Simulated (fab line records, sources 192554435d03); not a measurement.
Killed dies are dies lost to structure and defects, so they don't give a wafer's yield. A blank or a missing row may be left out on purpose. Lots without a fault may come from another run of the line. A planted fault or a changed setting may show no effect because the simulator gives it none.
fab line records | flow n5_finfet
record lots=6 wafers=15 last_day=19
route steps=1938 shown FIN_CUT@164 BEOL_M4@1111 PASSIVATION@1936
lots that met no fault: from a run of the same line without faults
start_h: hours from the record's first day to the start of the lot's first wafer shown | wait_h: hours since the lot's step before | " the same as in the row above | L1.1+2: a row that stands for several wafers | - no value, or no start given | * or withheld: withheld | < > ~ a bound
route shown NAME@n: a module of which the file shows steps, and the number in the route of the first | usual: mean/standard deviation of fault-free wafers | same: alike in all rows | chamber/n: place in a boat | sites: the reading at each site | _std_site: their standard deviation | _edge_site: outer sites' mean less inner sites' | radius_mm: how far each site lies from the wafer's centre | mask NAME#n: copy n | behind: the tool/chamber that last shaped the wafer | hold: why the lot was held/for how many hours/how that ended | device: the transistor (n, p or np) that didn't switch | end of line: the same wafers' tests at the end of the route | a step without rows: its recipe alone | killed: dies lost to structure and defects at the first sort, not the wafer's yield | map: a wafer's dies, x killed, . not, _ none there
set.NAME: the setting as run; set.NAME@STEP: as run at that earlier step | model.NAME: the simulator's own value behind a step, which no gauge read
lots at some steps of the route; a table a step, a row a wafer
services: from which hour (start_h, from the record's first day; less than 0 if before it) a tool's chamber was out of use, for how many hours, and why
## steps
# step N5_FIN_CUT_OVL_MEAS_09
# recipe points_per_wafer=522
# usual FIN_CUT_OVL=-0.1/0.6
# columns lot.wafer tool chamber start_h wait_h FIN_CUT_OVL[nm]
L576.1 overlay-01 0 68.88 0.0 -0.6
L576.3 " 0 " " -0.3
L576.6 " 0 " " -0.4
L582.4 overlay-02 0 104.40 0.0 -0.3
L582.5 " 0 " " -0.9
L582.6 " 0 " " -1.2
L583.2 overlay-01 0 111.60 0.0 0.2
L583.3 " 0 " " 0.1
L587.1 overlay-02 0 136.01 0.0 -1.0
L587.2 " 0 " " -1.3
L587.3 " 0 " " -0.6
L590.1 overlay-02 0 152.57 0.0 -1.1
L590.5 " 0 " " -0.4
L592.5 overlay-02 0 167.59 0.0 0.8
L592.6 " 0 " " 0.2
# step N5_FIN_CUT_INSPECT_10
# recipe mode=adi inspect_instrument=brightfield
# usual raw_defect_count=43/12
# columns lot.wafer tool chamber start_h wait_h raw_defect_count
L576.1 defect_inspect-01 - 68.94 0.1 44
L576.3 " - " " 39
L576.6 " - " " 38
L582.4 defect_inspect-02 - 104.44 0.0 46
L582.5 " - " " 75
L582.6 " - " " 50
L583.2 defect_inspect-01 - 111.65 0.0 36
L583.3 " - " " 34
L587.1 defect_inspect-01 - 136.07 0.1 27
L587.2 " - " " 74
L587.3 " - " " 46
L590.1 defect_inspect-02 - 152.63 0.1 61
L590.5 " - " " 57
L592.5 defect_inspect-02 - 167.62 0.0 60
L592.6 " - " " 35
# step N5_FIN_CUT_DESCUM_13
# recipe chemistry=O2 time_s=7 source_power_w=50 bias_power_w=20 pressure_mtorr=20 rf_frequency_hz=2.712e+07 temp_c=40 resist=CAR-EUV o2_flow_sccm=225
# usual drypump_motor_current_A=5.8/0.51 oes_product_au=0.77/0.09 rf_vpp_V=243.2/1.3 showerhead_plenum_p_Torr=2.09/0.063 throttle_valve_pct=20.38/0.25
# columns lot.wafer tool chamber start_h wait_h drypump_motor_current_A oes_product_au rf_hours_counter_h rf_vpp_V showerhead_plenum_p_Torr throttle_valve_pct
L576.1 rie_diel-02 2 68.97 0.0 6.4 0.70 220 241.6 2.05 20.66
L576.3 " 1 " " 5.2 0.75 179 242.4 1.99 20.71
L576.6 " 0 " " 5.6 0.70 - 243.3 2.05 20.47
L582.4 rie_diel-03 1 104.47 0.0 6.1 0.75 147 243.5 2.17 20.75
L582.5 " 3 " " 6.6 0.68 - 243.6 2.14 20.39
L582.6 " 0 " " 4.9 0.80 - 243.5 2.11 20.12
L583.2 rie_diel-03 1 111.68 0.0 6.0 0.75 150 243.5 2.17 20.78
L583.3 " 2 " " 5.8 0.76 123 244.1 2.11 20.22
L587.1 rie_diel-02 2 136.11 0.0 6.4 0.68 245 243.6 2.04 20.71
L587.2 " 3 " " 6.2 0.69 207 240.9 1.99 20.56
L587.3 " 0 " " 5.6 0.99 3 242.7 2.05 20.19
L590.1 rie_diel-01 1 152.67 0.0 5.8 0.93 23 245.4 2.24 19.93
L590.5 " 0 " " 6.4 0.85 - 242.8 2.10 20.06
L592.5 rie_diel-01 3 167.67 0.0 5.4 0.68 - 243.5 2.07 20.51
L592.6 " 0 " " 6.4 0.84 - 243.4 2.10 20.06
# step N5_FIN_CUT_ETCH_30
# recipe chemistry=N2/H2 target=underlayer target_depth_a=130 mask_material=CAR-EUV time_s=10.4 ion_energy_ev=200 pressure_mtorr=30 source_w=840 bias_w=150 n2_flow_sccm=200 h2_flow_sccm=200 ends=cleared
# step N5_FIN_CUT_ETCH_20
# recipe chemistry=CF4 target=SiARC target_depth_a=260 mask_material=CAR-EUV time_s=43.3 ion_energy_ev=80 pressure_mtorr=40 source_w=545 bias_w=36 Ar_flow_sccm=100 cf4_flow_sccm=100 ends=cleared
# usual drypump_motor_current_A=5.8/0.5 etch_rf_on_time_s=43.1/0.97 oes_product_au=0.66/0.077 rf_vpp_V=184.0/1.1 showerhead_plenum_p_Torr=2.14/0.06 throttle_valve_pct=15.59/0.27
# columns lot.wafer tool chamber start_h wait_h drypump_motor_current_A etch_rf_on_time_s oes_product_au rf_hours_counter_h rf_vpp_V showerhead_plenum_p_Torr throttle_valve_pct
L576.1 rie_diel-02 2 69.03 0.0 6.4 44.7 0.60 220 183.0 2.12 15.99
L576.3 " 1 " " 5.2 43.5 0.62 179 182.5 2.06 15.88
L576.6 " 0 " " 5.7 43.3 0.59 - 183.6 2.10 15.73
L582.4 rie_diel-03 1 104.53 0.0 6.0 43.5 0.63 147 184.7 2.23 16.01
L582.5 " 3 " " 6.6 42.9 0.58 - 185.3 2.19 15.69
L582.6 " 0 " " 4.9 43.2 0.69 - 184.1 2.16 15.31
L583.2 rie_diel-03 1 111.74 0.0 6.1 43.4 0.64 150 184.6 2.23 16.02
L583.3 " 2 " " 5.7 42.7 0.65 123 186.0 2.15 15.44
L587.1 rie_diel-02 2 136.17 0.0 6.4 45.8 0.58 245 182.7 2.11 16.02
L587.2 " 3 " " 6.2 44.1 0.59 207 183.4 2.05 15.74
L587.3 " 0 " " 5.6 42.1 0.84 3 183.8 2.10 15.31
L590.1 rie_diel-01 1 152.72 0.0 5.8 41.0 0.81 23 185.8 2.27 15.03
L590.5 " 0 " " 6.4 42.4 0.71 - 184.4 2.16 15.37
L592.5 rie_diel-01 3 167.73 0.0 5.4 42.9 0.58 - 183.8 2.12 15.70
L592.6 " 0 " " 6.4 43.1 0.71 - 184.2 2.16 15.38
# step N5_FIN_CUT_ETCH_21
# recipe chemistry=N2/H2 target=SOC target_depth_a=2190 overetch_a=438 mask_material=SiARC temp_c=40 ion_energy_ev=100 bias_w=61 time_s=523.5 pressure_mtorr=30 source_w=850 n2_flow_sccm=200 h2_flow_sccm=200
# step N5_FIN_CUT_STRIP_23
# recipe chemistry=N2/H2 temp_c=40 n2_flow_sccm=200 h2_flow_sccm=200 rf_frequency_hz=6e+07
# step N5_FIN_CUT_STRIP_31
# recipe chemistry=N2/H2 temp_c=40 n2_flow_sccm=200 h2_flow_sccm=200 rf_frequency_hz=6e+07
# step N5_FIN_CUT_STRIP_24
# recipe chemistry=CF4 resist=SiARC power_w=300 bias_power_w=75 pressure_mtorr=50 cf4_flow_sccm=150 rf_frequency_hz=6e+07
# usual drypump_motor_current_A=5.8/0.51 oes_product_au=0.76/0.081 power_w=300.0/0.89 rf_vpp_V=271.3/1.4 showerhead_plenum_p_Torr=1.79/0.054 throttle_valve_pct=13.57/0.28
# columns lot.wafer tool chamber start_h wait_h drypump_motor_current_A oes_product_au power_w rf_hours_counter_h rf_vpp_V showerhead_plenum_p_Torr throttle_valve_pct
L576.1 rie_diel-02 2 69.39 0.0 6.4 0.71 300.5 220 272.0 1.78 13.99
L576.3 " 1 " " 5.2 0.73 301.0 179 270.1 1.71 13.80
L576.6 " 0 " " 5.6 0.69 299.9 - 270.4 1.75 13.72
L582.4 rie_diel-03 1 104.89 0.0 6.1 0.74 302.8 147 273.5 1.87 13.98
L582.5 " 3 " " 6.6 0.68 299.6 - 272.9 1.83 13.68
L582.6 " 0 " " 4.9 0.79 300.9 - 270.6 1.81 13.28
L583.2 rie_diel-03 1 112.10 0.0 6.0 0.74 300.4 150 272.6 1.87 14.00
L583.3 " 2 " " 5.8 0.75 299.7 123 271.7 1.80 13.43
L587.1 rie_diel-02 2 136.53 0.0 6.4 0.69 300.6 245 270.7 1.77 14.04
L587.2 " 3 " " 6.2 0.69 300.0 208 270.1 1.71 13.69
L587.3 " 0 " " 5.6 0.95 300.6 3 270.1 1.75 13.20
L590.1 rie_diel-01 1 153.08 0.0 5.8 0.91 299.5 24 273.6 1.91 13.03
L590.5 " 0 " " 6.4 0.82 299.1 - 270.6 1.82 13.39
L592.5 rie_diel-01 3 168.08 0.0 5.4 0.68 299.3 - 271.0 1.77 13.69
L592.6 " 0 " " 6.5 0.81 301.1 - 273.6 1.81 13.39
# step N5_FIN_CUT_CUT_ETCH_26
# recipe chemistry=CH3F/O2 target=SiNx target_depth_a=390 mask_material=SOC time_s=55.7 pressure_mtorr=30 source_w=395 bias_w=73 Ar_flow_sccm=150 CH3F_flow_sccm=30 O2_flow_sccm=20 ion_energy_ev=120
# usual drypump_motor_current_A=5.8/0.51 oes_product_au=0.77/0.089 rf_vpp_V=295/4.6 showerhead_plenum_p_Torr=2.00/0.055 throttle_valve_pct=16.36/0.29
# columns lot.wafer tool chamber start_h wait_h drypump_motor_current_A oes_product_au rf_hours_counter_h rf_vpp_V showerhead_plenum_p_Torr throttle_valve_pct
L576.1 rie_diel-02 2 69.41 0.0 6.4 0.70 220 295 1.97 16.71
L576.3 " 1 " " 5.2 0.73 179 288 1.93 16.74
L576.6 " 0 " " 5.6 0.69 - 292 1.97 16.55
L582.4 rie_diel-03 1 104.91 0.0 6.0 0.75 147 292 2.08 16.73
L582.5 " 3 " " 6.6 0.69 - 294 2.06 16.49
L582.6 " 0 " " 4.9 0.81 - 297 2.02 16.06
L583.2 rie_diel-03 1 112.12 0.0 6.1 0.74 150 291 2.08 16.73
L583.3 " 2 " " 5.7 0.76 123 294 2.02 16.23
L587.1 rie_diel-02 2 136.55 0.0 6.4 0.68 245 294 1.96 16.75
L587.2 " 3 " " 6.2 0.70 208 300 1.91 16.53
L587.3 " 0 " " 5.6 0.97 3 291 1.97 16.13
L590.1 rie_diel-01 1 153.10 0.0 5.8 0.93 24 292 2.12 15.74
L590.5 " 0 " " 6.4 0.84 - 292 2.01 16.05
L592.5 rie_diel-01 3 168.11 0.0 5.4 0.68 - 304 1.97 16.42
L592.6 " 0 " " 6.5 0.82 - 292 2.01 16.04
# step N5_FIN_CUT_CUT_ETCH_27
# recipe chemistry=CHF3/O2 target=SiO2 target_depth_a=40 mask_material=SOC overetch_a=20 time_s=4.9 pressure_mtorr=30 source_w=650 bias_w=170 Ar_flow_sccm=200 CHF3_flow_sccm=50 O2_flow_sccm=5 ion_energy_ev=200
# step N5_FIN_CUT_PRECLEAN_35
# recipe time_s=13.3 temp_c=45 pressure_torr=125 p_hf_torr=3 p_coreactant_torr=25 chemistry=vHF
# step N5_FIN_CUT_CUT_ETCH_15
# recipe chemistry=HBr/Cl2/O2 target=Si target_depth_a=1000 bt_time_s=10 mask_material=SOC time_s=42.4 ion_energy_ev=* bias_w=* pressure_mtorr=10 icp_w=800 HBr_flow_sccm=150 Cl2_flow_sccm=80 O2_flow_sccm=12
# usual drypump_motor_current_A=5.8/0.48 oes_product_au=1.000/0.013 throttle_valve_pct=37.17/0.28
# columns lot.wafer tool chamber start_h wait_h drypump_motor_current_A oes_product_au rf_hours_counter_h throttle_valve_pct model.FIN_CUT.feature_depth_nm model.etch.depth_nm model.SOC_of_FIN_CUT_COAT_18.thk_nm
L576.1 rie_si-03 2 69.60 0.1 6.1 0.996 12 37.06 98.2 98.23 171.2
L576.3 " 1 " " 5.2 0.993 69 36.97 100 100 169.8
L576.6 " 1 " " 5.1 0.999 - 36.96 99.6 99.68 170
L582.4 rie_si-06 1 105.10 0.0 5.5 1.003 71 37.42 101.2 101.2 169.6
L582.5 " 2 " " 5.5 1.033 - 36.79 100.2 100.2 170
L582.6 " 1 " " 5.4 1.004 - 37.43 101.2 101.2 169.8
L583.2 rie_si-06 1 112.31 0.1 5.4 1.005 71 37.42 100.2 100.2 170.8
L583.3 " 3 " " 5.2 0.965 75 37.07 82.4 82.47 177.2
L587.1 rie_si-03 0 136.74 0.1 6.4 1.007 190 37.31 97.4 97.32 172.4
L587.2 " 3 " " 6.3 0.998 81 37.39 98.2 98.18 171.2
L587.3 " 1 " " 5.2 0.991 70 36.96 100.4 100.4 169.4
L590.1 rie_si-06 1 153.30 0.1 5.5 0.994 72 37.42 84.8 84.9 175.8
L590.5 " 1 " " 5.5 1.006 - 37.41 101.6 101.6 169.8
L592.5 rie_si-03 3 168.54 0.0 6.3 0.995 - 37.39 98 98.04 170
L592.6 " 2 " " 6.1 0.993 - 37.05 99.8 99.83 169
# step N5_FIN_CUT_CUT_ETCH_28
# recipe chemistry=HBr/Cl2/O2 target=Si target_depth_a=60 mask_material=SOC time_s=2.4 ion_energy_ev=* bias_w=* pressure_mtorr=10 icp_w=800 HBr_flow_sccm=150 Cl2_flow_sccm=80 O2_flow_sccm=12
# usual drypump_motor_current_A=5.8/0.47 oes_product_au=1.000/0.014 throttle_valve_pct=37.17/0.28
# columns lot.wafer tool chamber start_h wait_h drypump_motor_current_A oes_product_au rf_hours_counter_h throttle_valve_pct model.SOC_of_FIN_CUT_COAT_18.thk_nm
L576.1 rie_si-03 2 69.66 0.0 6.1 0.998 12 37.06 169.6
L576.3 " 1 " " 5.2 0.995 69 36.97 168
L576.6 " 1 " " 5.2 1.002 - 36.96 168.2
L582.4 rie_si-06 1 105.16 0.0 5.5 1.015 71 37.42 167.8
L582.5 " 2 " " 5.4 1.031 - 36.80 168.4
L582.6 " 1 " " 5.5 1.003 - 37.43 168
L583.2 rie_si-06 1 112.37 0.0 5.5 1.013 71 37.41 169.2
L583.3 " 3 " " 5.2 0.985 75 37.08 175.6
L587.1 rie_si-03 0 136.80 0.0 6.4 1.012 190 37.32 170.6
L587.2 " 3 " " 6.3 0.991 81 37.39 169.6
L587.3 " 1 " " 5.2 0.998 70 36.95 167.8
L590.1 rie_si-06 1 153.35 0.0 5.4 1.000 72 37.42 174
L590.5 " 1 " " 5.5 1.008 - 37.41 168
L592.5 rie_si-03 3 168.59 0.0 6.3 0.998 - 37.38 168.4
L592.6 " 2 " " 6.1 1.002 - 37.06 167.4
# step N5_FIN_CUT_STRIP_22
# recipe chemistry=N2/H2 power_w=500 temp_c=40 pressure_mtorr=50 rf_frequency_hz=6e+07 overash_fraction=0.3 bias_power_w=8 h2_frac=0.5 n2_flow_sccm=300 h2_flow_sccm=300
# usual drypump_motor_current_A=5.9/0.54 h2_flow_sccm=300.1/1 oes_product_au=0.79/0.096 power_w=500.0/1.3 rf_vpp_V=54.5/2.3 showerhead_plenum_p_Torr=3.36/0.097 throttle_valve_pct=18.81/0.27
# columns lot.wafer tool chamber start_h wait_h drypump_motor_current_A h2_flow_sccm oes_product_au power_w rf_hours_counter_h rf_vpp_V showerhead_plenum_p_Torr throttle_valve_pct
L576.1 rie_diel-01 3 69.72 0.0 5.5 300.8 0.71 500.4 218 53.1 3.30 18.41
L576.3 " 1 " " 5.8 298.7 0.96 501.5 7 56.3 3.57 18.53
L576.6 " 0 " " 6.4 300.8 0.85 499.1 - 54.0 3.41 18.72
L582.4 rie_diel-01 0 105.38 0.2 6.5 300.5 0.85 501.1 - 57.0 3.40 18.74
L582.5 " 2 " " 5.7 300.5 0.93 498.7 - 56.5 3.46 18.77
L582.6 " 3 " " 5.4 299.8 0.70 500.0 - 56.2 3.30 18.43
L583.2 rie_diel-01 0 112.43 0.0 6.4 300.7 0.84 502.0 81 54.9 3.40 18.79
L583.3 " 1 " " 5.9 300.6 0.95 500.1 11 54.3 3.57 18.52
L587.1 rie_diel-02 1 136.86 0.0 5.2 302.0 0.72 500.0 204 53.5 3.20 19.11
L587.2 " 0 " " 5.6 300.5 0.97 501.4 3 60.6 3.29 18.51
L587.3 " 3 " " 6.2 299.6 0.68 500.3 208 54.4 3.21 19.35
L590.1 rie_diel-01 2 153.42 0.0 5.7 299.4 0.86 502.3 30 52.7 3.45 18.79
L590.5 " 0 " " 6.5 298.6 0.82 500.5 - 54.3 3.39 18.77
L592.5 rie_diel-03 2 168.65 0.0 5.7 300.4 0.75 500.3 - 57.5 3.37 18.84
L592.6 " 3 " " 6.6 299.9 0.92 500.2 - 50.0 3.43 18.44
# step N5_BEOL_M4_RC_MEAS_101
# usual DIBL_N=37.2/2.1 DIBL_P=37.3/2.3 IOFF_N=0.18/0.041 IOFF_P=0.24/0.042 ION_N=680/13 ION_P=466/7.7 SS_N=71.8/0.68 SS_P=73.5/0.66 VT_N=249/3.6 VT_P=-248/3.4
# columns lot.wafer tool chamber start_h wait_h DIBL_N[mV/V] DIBL_P[mV/V] IOFF_N[nA/um] IOFF_P[nA/um] ION_N[uA/um] ION_P[uA/um] SS_N[mV/dec] SS_P[mV/dec] VT_N[mV] VT_P[mV]
L576.1 prober-01 0 210.51 0.0 35.8 35.8 0.15 0.19 674 457 71.3 73.4 251 -253
L576.3 " 0 " " 36.1 36.8 0.15 0.19 677 461 71.0 73.0 254 -252
L576.6 " 0 " " 39.3 40.9 0.23 0.27 692 469 71.7 73.5 247 -250
L582.4 prober-02 0 255.43 0.5 36.2 35.6 0.15 0.21 671 463 72.3 73.4 251 -248
L582.5 " 0 " " 37.8 38.7 0.18 0.26 669 460 72.3 73.7 249 -249
L582.6 " 0 " " 37.8 37.5 0.19 0.25 670 458 73.3 73.5 251 -247
L583.2 prober-01 0 269.08 0.2 40.9 40.6 0.24 0.29 691 467 72.1 74.9 246 -245
L583.3 " 0 " " 40.5 40.3 0.23 0.29 693 465 72.2 74.2 245 -243
L587.1 prober-01 0 316.30 0.0 37.4 39.8 0.20 0.28 684 477 72.2 74.0 248 -246
L587.2 " 0 " " 37.5 39.5 0.21 0.27 694 473 72.8 73.7 247 -245
L587.3 " 0 " " 37.1 39.2 0.20 0.28 698 483 72.2 73.8 244 -245
L590.1 prober-02 0 333.14 0.0 36.8 36.7 0.17 0.21 680 462 72.4 73.4 250 -252
L590.5 " 0 " " 35.1 36.1 0.15 0.20 685 466 71.2 74.2 249 -252
L592.5 prober-02 0 336.51 0.6 39.7 40.4 0.25 0.33 698 472 72.4 74.7 246 -243
L592.6 " 0 " " 39.6 39.7 0.24 0.31 690 468 72.3 74.9 247 -244
# step N5_PASSIVATION_PROBE_49
# usual defect_limited_yield=91.0/1.6 killed_at_M0_to_M3=35/11 killed_at_M4_up=14/5.3 killed_at_contacts=13/6.7 killed_at_front_end=41/12 killed_at_other=3.9/2.7 killed_dies=106/19 killed_open=70/14 killed_short=35/8.8 sort_bin_5_function=5.3/1 sort_bin_6_memory=3.3/0.81 sort_n_pass=1073/19 sort_yield_pct=91.0/1.6
# same gross_dies=1180 killed_at_back_side=0 sort_bin_4_leakage[%]=0 sort_bin_8_speed[%]=0
# columns lot.wafer tool chamber start_h wait_h defect_limited_yield[%] killed_at_M0_to_M3 killed_at_M4_up killed_at_contacts killed_at_front_end killed_at_other killed_dies killed_open killed_short sort_bin_5_function[%] sort_bin_6_memory[%] sort_n_pass sort_yield_pct[%]
L582.4 prober-02 - 358.52 0.2 90.9 31 23 16 34 3 107 67 40 5.8 3.0 1073 90.9
# killed by level:class
L582.4 FIN_SAQP:geometric_particle:short=11 BEOL_M4:geometric_particle:open=11 MOL_CONTACT_COAG:geometric_particle:open=10 BEOL_M0_SAQP:geometric_particle:open=9 FIN_SAQP:geometric_particle:open=7 BEOL_M0:geometric_particle:open=7 MOL_CONTACT_COAG:geometric_particle:short=6 BEOL_M4:geometric_particle:short=6
## services
# columns tool chamber start_h hours kind
rie_si-06 1 45.35 4.5 repair
rie_diel-01 2 48.74 - clean
rie_diel-01 2 48.74 - consumable_replace:focus_ring
rie_diel-01 2 48.74 18.0 scheduled_down
rie_diel-01 2 48.74 18.0 vent_cycle
rie_diel-03 1 55.48 3.0 repair
rie_diel-01 1 74.60 31.8 repair
rie_si-03 - 79.35 2.8 pm
rie_diel-02 0 105.21 - clean
rie_diel-02 0 105.21 - consumable_replace:focus_ring
rie_diel-02 0 105.21 21.7 scheduled_down
rie_diel-02 0 105.21 21.7 vent_cycle
rie_diel-03 3 108.72 - clean
rie_diel-03 3 108.72 - consumable_replace:focus_ring
rie_si-06 3 148.72 5.3 repair
rie_diel-02 2 152.47 - clean
rie_diel-02 2 152.47 - consumable_replace:focus_ring
rie_diel-02 2 152.47 24.3 scheduled_down
rie_diel-02 2 152.47 24.3 vent_cycle
## key
first_sign none at tools or gauges
model_effect step=N5_FIN_CUT_CUT_ETCH_15 value=FIN_CUT.feature_depth_nm without=100.8 struck=83.6
model_effect step=N5_FIN_CUT_CUT_ETCH_28 value=SOC_of_FIN_CUT_COAT_18.thk_nm without=168.4 struck=174.8
met_at N5_FIN_CUT_CUT_ETCH_15
struck_wafers L583.3,L590.1
onset_between 105.10 112.31
fault kind=process_parameter_drift tool=rie_si-06 chamber=- onset_h=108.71 steps=N5_FIN_CUT_CUT_ETCH_15 channel=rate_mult offset=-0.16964 shape=step end_h=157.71 scope=struck_wafers_only
